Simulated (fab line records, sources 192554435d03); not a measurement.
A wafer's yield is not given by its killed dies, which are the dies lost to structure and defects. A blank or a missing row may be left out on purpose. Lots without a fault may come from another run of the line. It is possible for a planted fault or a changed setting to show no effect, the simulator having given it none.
Problem report, 8D (eight disciplines) form, completed by code || flow n5Finfet || the parts of the form that need people (team, actions taken, sign-off) are left out

## 1. THE ISSUE
spinSpeedRpm at N5_HKMG_FIN_COAT_30 reads a mean of 1353.9 rpm on 9 wafers of 3 lots; wafers without a fault read 1500.2 rpm with a standard deviation of 0.91. So: -99 or more standard deviations from the usual mean.
The step: time 60 s, resist thk 35 nm.
The first sign was on wafer L553.1 at day 5 20:45, on lithoTrack-05. The record holds 24 wafers of 8 lots with a number at this step. The rule behind "out" and "out of limits": a value lying over 4 standard deviations away from the usual mean. Any other wafer with a number is counted as sound.

## 2. WHAT IT IS; WHAT IT IS NOT
{"question": "which readings at this step", "is": "spinSpeedRpm", "is not": "chillPlateTempC, plateTempC"}
{"question": "which lots", "is": "L553, L554, L555", "is not": "L549, L556, L565, L568, L569"}
{"question": "which wafers of those lots", "is": "all that have a number", "is not": "-"}
{"question": "read on which tools", "is": "lithoTrack-05", "is not": "lithoTrack-01, lithoTrack-02"}
{"question": "when", "is": "from day 5 20:45", "is not": "up to then (3 sound wafers); but 12 sound wafers of L556, L565, L568, L569 came after"}

## 3. WHAT RULES OUT EACH SUSPECT
Counting: a tool at a process step up to the reading stays a suspect if it ran every lot that is out and no sound lot after the first of them.
- lithoTrack-05 at N5_HKMG_FIN_COAT_30 (time 60 s, resist thk 35 nm): kept. All lots that are out passed through it, beginning with L553 at day 5 20:45, and no sound lot followed; its final sound lot before that point was L549 at day 4 18:24. Its own spinSpeedRpm readings are out on those wafers.
Left after counting: lithoTrack-05 at N5_HKMG_FIN_COAT_30.

## 4. THE CAUSE (what the simulator had put in)
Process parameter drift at N5_HKMG_FIN_COAT_30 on lithoTrack-05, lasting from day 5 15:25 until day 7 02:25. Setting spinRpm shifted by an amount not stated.
This tool alone remained once counting was done.

## 5. THE EFFECT CHAIN, in route order
Each row: a reading where the mean over the struck wafers with a number is more than 3 standard deviations away from the usual. Scope: only readings with a usual standard deviation given in the record; hours: median across lots of the time from each lot's start at the first step in this table that gives one to its start at this step; sigmas: change in usual standard deviations.
{"hours": 0, "step": "N5_HKMG_FIN_COAT_30", "reading": "spinSpeedRpm", "usual": "1500.2 rpm", "on struck wafers": 1353.9, "change": -146.3, "sigmas": "-99 or more"}
{"hours": 0, "step": "N5_HKMG_FIN_ETCH_31", "reading": "etchRfOnTimeS", "usual": "76.2 s", "on struck wafers": 81.0, "change": "+4.8", "sigmas": "+3.7"}
Here are the process steps it includes:
- N5_HKMG_FIN_COAT_30: time 60 s, resist thk 35 nm.
- N5_HKMG_FIN_ETCH_31: etches SiARC in CF4, target depth 45.5 nm, time 75.8 s.
Later measuring or inspecting steps at which every struck wafer that the step has a row for has a number for every such reading, and none has moved that far: N5_HKMG_FIN_CD_MEAS_12, N5_HKMG_FIN_OVL_MEAS_13, N5_BEOL_M4_RC_MEAS_101.

## 6. WHAT WOULD HAVE CAUGHT IT SOONER
5 hours passed between the start of the fault at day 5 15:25 and the first reading out of limits in this record, taken at day 5 20:45.
